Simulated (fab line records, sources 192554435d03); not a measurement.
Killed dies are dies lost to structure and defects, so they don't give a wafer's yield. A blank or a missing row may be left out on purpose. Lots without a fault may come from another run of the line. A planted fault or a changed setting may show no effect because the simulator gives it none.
Split-lot experiment | flow n5_finfet | 7 lots, 21 wafers read, on a route of 1938 steps

THE SPLIT
At N5_SD_EPI_N_EXPOSE_06 (exposes mask SD N BLK, target cd 120 nm), the setting dose_mj was moved away from the recipe's 39.75 on 6 of the 21 wafers read, by -7.5% to +5.4%. The other wafers ran this setting at the recipe's value.

FROM THE SPLIT TO THE READING: what the file shows between them, 2 steps
- N5_SD_EPI_N_PEB_07: peb time 60 s
- N5_SD_EPI_N_DEVELOP_08: develop time 30 s

THE READING
cd_nm, in nm, at N5_SD_EPI_N_CD_MEAS_09 (target cd 120 nm). Fault-free wafers of this fab line usually give 119.7 nm, standard deviation 0.68 nm.

wafer  | tool, chamber at the split | dose_mj as run | against the recipe | cd_nm, nm | against lot-mates on the recipe
L074.1 | arfi_scanner-02, 0         | 39.75          | recipe             | 119.8     | -
L074.2 | arfi_scanner-02, 0         | 39.75          | recipe             | 120.1     | -
L074.3 | arfi_scanner-02, 0         | 39.75          | recipe             | 119.6     | -
L081.1 | arfi_scanner-01, 0         | 36.78          | -7.5%              | 114.9     | -4.2
L081.3 | arfi_scanner-01, 0         | 39.75          | recipe             | 118.7     | -
L081.4 | arfi_scanner-01, 0         | 39.75          | recipe             | 119.4     | -
L086.3 | arfi_scanner-01, 0         | 39.75          | recipe             | 119.1     | -
L086.4 | arfi_scanner-01, 0         | 39.75          | recipe             | 118.9     | -
L086.5 | arfi_scanner-01, 0         | 40.58          | +2.1%              | 121.0     | +2.0
L090.1 | arfi_scanner-02, 0         | 39.75          | recipe             | 120.4     | -
L090.3 | arfi_scanner-02, 0         | 39.75          | recipe             | 119.7     | -
L090.4 | arfi_scanner-02, 0         | 39.75          | recipe             | 120.7     | -
L092.3 | arfi_scanner-02, 0         | 39.75          | recipe             | 120.0     | -
L092.5 | arfi_scanner-02, 0         | 38.03          | -4.3%              | 116.1     | -3.9
L092.6 | arfi_scanner-02, 0         | 38.03          | -4.3%              | 116.2     | -3.8
L095.3 | arfi_scanner-03, 0         | 39.75          | recipe             | 120.1     | -
L095.4 | arfi_scanner-03, 0         | 39.75          | recipe             | 119.6     | -
L095.6 | arfi_scanner-03, 0         | 39.75          | recipe             | 120.5     | -
L096.1 | arfi_scanner-02, 0         | 41.89          | +5.4%              | 123.4     | +2.5
L096.3 | arfi_scanner-02, 0         | 39.75          | recipe             | 120.9     | -
L096.4 | arfi_scanner-02, 0         | 41.89          | +5.4%              | 123.1     | +2.2

THE FIT
A straight line over all 21 wafers: cd_nm changes by +0.692 nm for each +1% of dose_mj; r = +0.96; the points scatter about the line by 0.61 nm.
The same after taking each lot's own level away (the mean of its wafers on the recipe; 21 wafers): +0.6 nm for each +1%; r = +0.95; scatter 0.57 nm.
On that fit, the largest move of dose_mj shifts the reading by 4.5 nm.
The lots' own levels span 119.00 to 120.90 nm, that is 2.8 times the standard deviation above.
So the lot-to-lot level changes the slope: the two fits differ.
Check: with one of the wafers moved furthest among these (-7.5%) left out of the fit, the line predicts -4.94 nm for it against its lot-mates. It came out at -4.15 nm against them.

THE WHOLE CHAIN: every reading that the file lists as answering this split, in the file's order
step                   | what it does                                           | reading                                                         | change (the file's fit)               | r (the file's)
N5_SD_EPI_N_CD_MEAS_09 | target cd 120 nm                                       | cd_nm                                                           | +0.596 nm for each +1% of the setting | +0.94
N5_SD_EPI_N_DESCUM_14  | chemistry O2, time 7.9 s                               | SD_EPI_N.cd_nm (the simulator's own value, which no gauge read) | +0.62 nm for each +1% of the setting  | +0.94
N5_SD_EPI_N_ETCH_34    | etches SiARC in CF4, target depth 45.5 nm, time 75.8 s | SD_EPI_N.cd_nm (the simulator's own value, which no gauge read) | +0.601 nm for each +1% of the setting | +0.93

THE FILE'S OWN FIT
cd_nm changes by +0.596 nm for each +1% of dose_mj, r = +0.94.
